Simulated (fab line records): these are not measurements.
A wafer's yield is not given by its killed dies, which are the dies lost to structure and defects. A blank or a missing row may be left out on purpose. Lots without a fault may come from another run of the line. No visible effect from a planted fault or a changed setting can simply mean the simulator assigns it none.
fab line records | flow n5Finfet
record lots=11 wafers=33 lastDay=19
route steps=1938 shown SD_EPI_P@306 SD_ACTIVATION@331 PASSIVATION@1936
lots untouched by any fault: they come from a run of this same line in which no faults occurred
startH: hours from the record's first day to the start of the lot's first wafer shown | waitH: hours since the lot's step before | " the same as in the row above | L1.1+2: one row covering several wafers at once | - no value, or no start given | * or withheld: withheld | < > ~ a bound
route shown NAME@n: NAME is a module with steps in the file, n the number in the route of the first one | usual: mean/standard deviation of fault-free wafers | same: alike in all rows | chamber/n: place in a boat | sites: the reading at each site | _std_site: how widely they spread, as a standard deviation | _edge_site: the outer-site mean with the inner-site mean subtracted | radiusMm: how far each site lies from the wafer's centre | mask NAME#n: copy n | behind: tool/chamber where the wafer was last shaped | hold: cause of the lot's hold/its duration in hours/its outcome | device: transistor that didn't switch, given as n, p or np | end of line: the route-end tests of the same wafers | for a step that has no rows: nothing shown but its recipe | killed: the dies lost at the first sort to structure and to defects; this is not the yield of the wafer | map: shows each die of a wafer: x if killed, . if not, _ if none is there
set.NAME: the setting the step ran with; set.NAME@STEP: the setting that earlier step ran with | model.NAME: the simulator's own value behind a step, which no gauge read
one table for each step of the route and one row for each wafer, over a sample of lots
services: when a tool's chamber went out of use (startH, in hours from the record's first day, below 0 if earlier), for how many hours, and the reason
## steps
# step N5_SD_EPI_P_DESCUM_14
# recipe chemistry=O2 timeS=7.9 sourcePowerW=50 biasPowerW=20 pressureMtorr=20 rfFrequencyHz=2.712e+07 tempC=40 resist=CAR-ArF-block o2FlowSccm=225
# usual drypumpMotorCurrentA=5.5/0.52 oesProductAu=0.78/0.076 rfVppV=243.5/1.6 showerheadPlenumPTorr=2.12/0.082 throttleValvePct=20.54/0.22
# same timeS=7.9
# columns lot.wafer tool chamber startH waitH drypumpMotorCurrentA oesProductAu rfHoursCounterH rfVppV showerheadPlenumPTorr throttleValvePct
L495.1 rieDiel-05 1 56.93 0.1 5.6 0.91 19 245.4 2.24 20.56
L495.3 " 0 " " 5.8 0.90 28 244.7 2.25 20.39
L495.5 " 1 " " 5.6 0.91 - 244.3 2.24 20.56
L501.1 rieDiel-03 3 91.91 0.1 6.3 0.70 231 244.1 2.07 20.98
L501.3 " 1 " " 6.1 0.74 130 242.3 2.11 20.62
L501.5 " 2 " " 6.1 0.73 - 244.8 2.17 20.54
L503.1 rieDiel-05 3 101.11 0.7 6.2 0.94 8 244.2 2.07 20.20
L503.4 " 0 " " 5.8 0.88 42 245.8 2.24 20.42
L503.5 " 0 " " 5.8 0.87 - 244.0 2.24 20.41
L504.2 rieDiel-05 1 106.56 0.0 5.6 0.87 34 245.0 2.23 20.59
L504.4 " 0 " " 5.8 0.86 43 245.1 2.24 20.43
L504.6 " 1 " " 5.6 0.88 - 245.1 2.23 20.58
L510.1 rieDiel-04 3 149.14 0.3 4.9 0.76 160 244.0 2.15 20.47
L510.4 " 1 " " 4.9 0.76 149 244.8 2.15 20.68
L510.6 " 3 " " 4.9 0.76 - 244.3 2.15 20.47
L512.2 rieDiel-03 1 157.17 0.0 6.0 0.74 150 244.3 2.10 20.64
L512.5 " 1 " " 6.0 0.73 - 241.5 2.10 20.64
L512.6 " 2 " " 6.2 0.71 - 245.4 2.16 20.56
L514.2 rieDiel-04 0 169.39 0.0 5.3 0.75 148 243.4 2.10 20.21
L514.3 " 3 " " 4.9 0.75 167 245.2 2.15 20.47
L514.4 " 2 " " 5.1 0.71 191 241.9 1.99 20.44
L515.3 rieDiel-05 1 173.59 0.3 5.6 0.84 56 244.9 2.23 20.60
L515.5 " 1 " " 5.6 0.84 - 244.6 2.23 20.60
L515.6 " 0 " " 5.8 0.85 - 245.5 2.24 20.45
L516.2 rieDiel-05 0 181.13 0.0 5.8 0.84 67 244.3 2.23 20.45
L516.5 " 3 " " 6.1 0.88 - 244.2 2.06 20.21
L516.6 " 0 " " 5.8 0.84 - 246.4 2.23 20.46
L517.1 rieDiel-05 2 186.75 0.8 5.0 0.93 18 246.1 2.23 20.54
L517.2 " 0 " " 5.8 0.84 70 245.2 2.23 20.46
L517.5 " 3 " " 6.1 0.88 - 241.5 2.06 20.22
L518.3 rieDiel-04 1 195.09 0.0 4.9 0.74 160 245.3 2.15 20.66
L518.4 " 2 " " 5.1 0.71 195 240.8 1.99 20.46
L518.5 " 1 " " 5.0 0.74 - 244.3 2.15 20.66
# step N5_SD_EPI_P_ETCH_36
# recipe chemistry=CF4 target=SiARC targetDepthA=455 maskMaterial=CAR-ArF-block timeS=75.8 ionEnergyEv=80 pressureMtorr=40 sourceW=545 biasW=36 Ar_flow_sccm=100 cf4FlowSccm=100 ends=cleared
# usual drypumpMotorCurrentA=5.5/0.52 etchRfOnTimeS=75.9/1.3 oesProductAu=0.66/0.063 rfVppV=184.5/1.4 showerheadPlenumPTorr=2.17/0.081 throttleValvePct=15.72/0.25
# columns lot.wafer tool chamber startH waitH drypumpMotorCurrentA etchRfOnTimeS oesProductAu rfHoursCounterH rfVppV showerheadPlenumPTorr throttleValvePct
L495.1 rieDiel-05 1 56.97 0.0 5.6 73.5 0.78 19 186.0 2.29 15.72
L495.3 " 0 " " 5.8 76.1 0.76 28 186.3 2.27 15.48
L495.5 " 1 " " 5.6 73.9 0.77 - 185.0 2.29 15.72
L501.1 rieDiel-03 3 91.94 0.0 6.3 76.2 0.59 231 186.0 2.12 16.15
L501.3 " 1 " " 6.0 77.2 0.63 130 185.0 2.15 15.78
L501.5 " 2 " " 6.2 75.0 0.62 - 185.2 2.21 15.71
L503.1 rieDiel-05 3 101.14 0.0 6.1 75.8 0.80 8 182.8 2.11 15.24
L503.4 " 0 " " 5.8 75.6 0.75 42 186.1 2.27 15.49
L503.5 " 0 " " 5.8 74.4 0.74 - 187.0 2.27 15.49
L504.2 rieDiel-05 1 106.59 0.0 5.6 73.9 0.76 34 186.6 2.28 15.75
L504.4 " 0 " " 5.8 76.8 0.73 43 184.7 2.27 15.49
L504.6 " 1 " " 5.6 74.8 0.75 - 185.8 2.28 15.74
L510.1 rieDiel-04 3 149.17 0.0 4.9 77.4 0.64 160 184.0 2.21 15.70
L510.4 " 1 " " 4.9 76.3 0.64 149 184.1 2.23 15.97
L510.6 " 3 " " 4.9 78.1 0.64 - 185.4 2.21 15.71
L512.2 rieDiel-03 1 157.22 0.0 6.0 75.3 0.63 150 185.4 2.15 15.81
L512.5 " 1 " " 6.0 75.9 0.63 - 184.9 2.15 15.82
L512.6 " 2 " " 6.2 75.6 0.61 - 183.7 2.21 15.76
L514.2 rieDiel-04 0 169.43 0.0 5.3 75.9 0.64 148 183.7 2.14 15.41
L514.3 " 3 " " 4.9 77.4 0.63 167 186.2 2.21 15.72
L514.4 " 2 " " 5.1 75.1 0.62 191 182.0 2.05 15.73
L515.3 rieDiel-05 1 173.62 0.0 5.6 74.1 0.72 56 185.5 2.27 15.79
L515.5 " 1 " " 5.6 74.2 0.73 - 186.2 2.28 15.80
L515.6 " 0 " " 5.8 76.2 0.70 - 184.9 2.26 15.55
L516.2 rieDiel-05 0 181.16 0.0 5.8 75.3 0.71 67 185.0 2.26 15.53
L516.5 " 3 " " 6.1 76.9 0.75 - 183.6 2.10 15.30
L516.6 " 0 " " 5.8 75.4 0.71 - 185.9 2.26 15.54
L517.1 rieDiel-05 2 186.78 0.0 5.0 75.1 0.80 18 184.6 2.27 15.62
L517.2 " 0 " " 5.8 76.5 0.71 70 186.3 2.26 15.54
L517.5 " 3 " " 6.2 77.3 0.74 - 183.0 2.10 15.30
L518.3 rieDiel-04 1 195.12 0.0 4.9 76.8 0.64 160 186.0 2.23 16.02
L518.4 " 2 " " 5.1 73.5 0.61 195 182.9 2.05 15.72
L518.5 " 1 " " 4.9 76.7 0.64 - 185.9 2.23 15.99
# step N5_SD_ACTIVATION_LSA_01
# recipe tempC=1080 timeS=0.0008 ambient=N2
# usual wafer_temp_C_max=1085.5/1.5
# same timeS=0.0008
# columns lot.wafer tool chamber startH waitH wafer_temp_C_max
L495.1 laserAnneal-02 0 60.89 0.2 1086.2
L495.3 " 0 " " 1085.4
L495.5 " 0 " " 1085.6
L501.1 laserAnneal-02 0 96.80 0.2 1083.5
L501.3 " 0 " " 1085.3
L501.5 " 0 " " 1085.1
L503.1 laserAnneal-02 0 105.92 0.2 1093.0
L503.4 " 0 " " 1096.0
L503.5 " 0 " " 1093.7
L504.2 laserAnneal-02 0 110.58 0.2 1094.5
L504.4 " 0 " " 1094.6
L504.6 " 0 " " 1093.1
L510.1 laserAnneal-01 0 153.27 0.2 1087.9
L510.4 " 0 " " 1087.3
L510.6 " 0 " " 1085.3
L512.2 laserAnneal-01 0 161.63 0.2 1085.5
L512.5 " 0 " " 1085.5
L512.6 " 0 " " 1089.6
L514.2 laserAnneal-01 0 173.38 0.2 1085.9
L514.3 " 0 " " 1088.9
L514.4 " 0 " " 1087.2
L515.3 laserAnneal-02 0 177.60 0.2 1085.0
L515.5 " 0 " " 1083.8
L515.6 " 0 " " 1084.6
L516.2 laserAnneal-01 0 185.12 0.2 1085.4
L516.5 " 0 " " 1086.4
L516.6 " 0 " " 1086.9
L517.1 laserAnneal-02 0 190.86 0.2 1085.2
L517.2 " 0 " " 1086.0
L517.5 " 0 " " 1084.2
L518.3 laserAnneal-01 0 199.23 0.2 1085.3
L518.4 " 0 " " 1085.4
L518.5 " 0 " " 1084.7
# step N5_SD_ACTIVATION_INSPECT_02
# recipe inspectInstrument=darkfield mode=postAnneal
# usual rawDefectCount=179/31
# columns lot.wafer tool chamber startH waitH rawDefectCount
L495.1 defectInspect-01 - 61.41 0.2 161
L495.3 " - " " 183
L495.5 " - " " 219
L501.1 defectInspect-02 - 97.32 0.2 211
L501.3 " - " " 159
L501.5 " - " " 129
L503.1 defectInspect-01 - 106.45 0.2 166
L503.4 " - " " 188
L503.5 " - " " 178
L504.2 defectInspect-02 - 111.07 0.1 130
L504.4 " - " " 158
L504.6 " - " " 162
L510.1 defectInspect-02 - 153.81 0.2 207
L510.4 " - " " 156
L510.6 " - " " 206
L512.2 defectInspect-02 - 162.12 0.1 222
L512.5 " - " " 165
L512.6 " - " " 180
L514.2 defectInspect-02 - 173.89 0.2 182
L514.3 " - " " 160
L514.4 " - " " 149
L515.3 defectInspect-01 - 178.07 0.1 171
L515.5 " - " " 189
L515.6 " - " " 205
L516.2 defectInspect-01 - 185.61 0.1 177
L516.5 " - " " 150
L516.6 " - " " 158
L517.1 defectInspect-01 - 191.39 0.2 148
L517.2 " - " " 186
L517.5 " - " " 151
L518.3 defectInspect-02 - 199.70 0.1 172
L518.4 " - " " 116
L518.5 " - " " 159
# step N5_PASSIVATION_PROBE_49
# usual killed_at_M0_to_M3=35/12 killed_at_M4_up=13/5.8 killedAtContacts=12/5.5 killedAtFrontEnd=36/9.9 killedAtOther=4/3.7 killedDies=101/18 killedOpen=66/13 killedShort=33/8
# same grossDies=1180 killedAtBackSide=0
# columns lot.wafer tool chamber startH waitH killed_at_M0_to_M3 killed_at_M4_up killedAtContacts killedAtFrontEnd killedAtOther killedDies killedOpen killedShort
L495.1 prober-01 - 270.78 0.0 27 14 14 27 1 83 62 21
L495.3 prober-01 - 270.88 0.1 31 17 11 28 5 92 68 24
L495.5 prober-01 - 270.98 0.2 26 13 9 32 0 80 42 38
L504.2 prober-01 - 332.39 0.1 23 8 12 53 8 104 63 40
L504.4 prober-01 - 332.49 0.2 28 0 7 35 8 78 56 22
L504.6 prober-01 - 332.59 0.3 40 11 9 59 5 124 96 28
L514.2 prober-02 - 412.14 0.1 30 20 17 39 0 106 62 38
L514.3 prober-02 - 412.19 0.1 40 15 24 42 3 124 85 35
L514.4 prober-02 - 412.24 0.2 20 21 12 39 0 92 62 29
# killed by level:class
L495.1 MOL_CONTACT_COAG:geometricParticle:open=13 GATE_CUT:geometricParticle:open=7 BEOL_M4:geometricParticle:open=7 STI_FIN_REVEAL:geometricParticle:open=6 BEOL_M3:geometricParticle:open=6 FIN_SAQP:geometricParticle:short=4 BEOL_M0_SAQP:geometricParticle:short=4 BEOL_M0_SAQP:geometricParticle:open=4
L495.3 BEOL_M0_SAQP:geometricParticle:open=11 MOL_CONTACT_COAG:geometricParticle:open=9 BEOL_M4:geometricParticle:open=8 BEOL_M3:geometricParticle:open=6 FIN_SAQP:geometricParticle:open=5 BEOL_M1:geometricParticle:open=5 STARTING-WAFER:geometricParticle:open=5 FIN_SAQP:geometricParticle:short=4
L495.5 GATE_CUT:geometricParticle:short=8 STI_FIN_REVEAL:geometricParticle:open=7 MOL_CONTACT_COAG:geometricParticle:open=7 BEOL_M0_SAQP:geometricParticle:short=7 BEOL_M4:geometricParticle:open=7 FIN_SAQP:geometricParticle:short=6 BEOL_M0_SAQP:geometricParticle:open=6 BEOL_M0:geometricParticle:open=5
L504.2 STI_FIN_REVEAL:geometricParticle:open=13 STI_FIN_REVEAL:geometricParticle:short=10 MOL_CONTACT_COAG:geometricParticle:open=8 BEOL_M0_SAQP:geometricParticle:open=7 FIN_SAQP:geometricParticle:open=5 GATE_CUT:geometricParticle:short=5 BEOL_M1:geometricParticle:open=5 STARTING-WAFER:geometricParticle:short=5
L504.4 STI_FIN_REVEAL:geometricParticle:open=9 BEOL_M0_SAQP:geometricParticle:open=9 MOL_CONTACT_COAG:geometricParticle:open=6 BEOL_M0:geometricParticle:open=5 BEOL_M2:geometricParticle:open=5 BEOL_M0_SAQP:geometricParticle:short=4 BEOL_M3:geometricParticle:open=4 STI_FIN_REVEAL:geometricParticle:short=3
L504.6 FIN_SAQP:geometricParticle:open=20 BEOL_M3:geometricParticle:open=17 STI_FIN_REVEAL:geometricParticle:open=15 BEOL_M0_SAQP:geometricParticle:open=10 MOL_CONTACT_COAG:geometricParticle:open=8 FIN_SAQP:geometricParticle:short=5 STI_FIN_REVEAL:geometricParticle:short=4 BEOL_M0_SAQP:geometricParticle:short=4
L514.2 MOL_CONTACT_COAG:geometricParticle:open=14 FIN_SAQP:geometricParticle:short=12 BEOL_M1:geometricParticle:open=10 GATE_CUT:geometricParticle:short=7 FIN_SAQP:geometricParticle:open=5 BEOL_M0_SAQP:geometricParticle:open=5 BEOL_M4:geometricParticle:open=5 BEOL_M4:geometricParticle:short=5
L514.3 MOL_CONTACT_COAG:geometricParticle:open=21 BEOL_M0_SAQP:geometricParticle:open=14 BEOL_M4:geometricParticle:open=10 DUMMY_GATE:geometricParticle:open=7 FIN_SAQP:geometricParticle:open=6 STI_FIN_REVEAL:geometricParticle:open=6 BEOL_M1:geometricParticle:open=6 BEOL_M1:geometricParticle:short=6
L514.4 STI_FIN_REVEAL:geometricParticle:open=12 BEOL_M4:geometricParticle:open=12 FIN_SAQP:geometricParticle:short=8 MOL_CONTACT_COAG:geometricParticle:open=7 BEOL_M3:geometricParticle:open=7 BEOL_M4:geometricParticle:short=4 MOL_CONTACT_COAG:geometricParticle:short=4 FIN_SAQP:geometricParticle:open=3
## services
# columns tool chamber startH hours kind
rieDiel-05 1 46.73 4.1 repair
laserAnneal-02 - 55.25 3.2 pm
rieDiel-05 3 56.25 - clean
rieDiel-05 3 56.25 - consumableReplace:focusRing
rieDiel-05 3 56.25 17.2 scheduledDown
rieDiel-05 3 56.25 17.2 ventCycle
rieDiel-03 1 70.57 13.5 repair
rieDiel-04 2 71.52 4.8 repair
laserAnneal-01 - 109.61 1.6 pm
rieDiel-05 2 111.70 7.9 repair
rieDiel-05 2 119.65 - clean
rieDiel-05 2 119.65 - consumableReplace:focusRing
rieDiel-05 2 119.65 - consumableReplace:showerhead
rieDiel-05 2 119.65 15.2 scheduledDown
rieDiel-05 2 119.65 15.2 ventCycle
laserAnneal-01 - 136.87 2.7 repair
rieDiel-05 - 147.63 0.9 repair
rieDiel-03 3 153.55 - clean
rieDiel-03 3 153.55 - consumableReplace:focusRing
rieDiel-03 0 154.99 7.7 repair
rieDiel-04 - 174.46 15.6 pm
rieDiel-05 2 179.59 5.7 repair
rieDiel-05 1 184.83 6.6 repair
rieDiel-03 0 196.77 6.4 repair
## key
firstSign step=N5_SD_ACTIVATION_LSA_01 reading=wafer_temp_C_max direction=up sigmas=5.8 usual=* struck=*
effect none on later readings
metAt N5_SD_ACTIVATION_LSA_01
struckLots L503,L504
testerLeftOut L503,L504
notActingAt N5_SD_EPI_P_DESCUM_14,N5_SD_EPI_P_ETCH_36,N5_SD_ACTIVATION_INSPECT_02
onsetBetween 96.80 105.92
fault kind=processParameterDrift tool=laserAnneal-02 chamber=- onsetH=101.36 steps=N5_SD_ACTIVATION_LSA_01 channel=tempC offset=* shape=step endH=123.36 stated=*
# testerLeftOut: of these lots the tester's yield and bins aren't shown, on N5 and GAA mostly nor the transistor test; their killed dies are dies lost to structure and defects alone, not to doping, threshold or leakage, so they don't give the yield
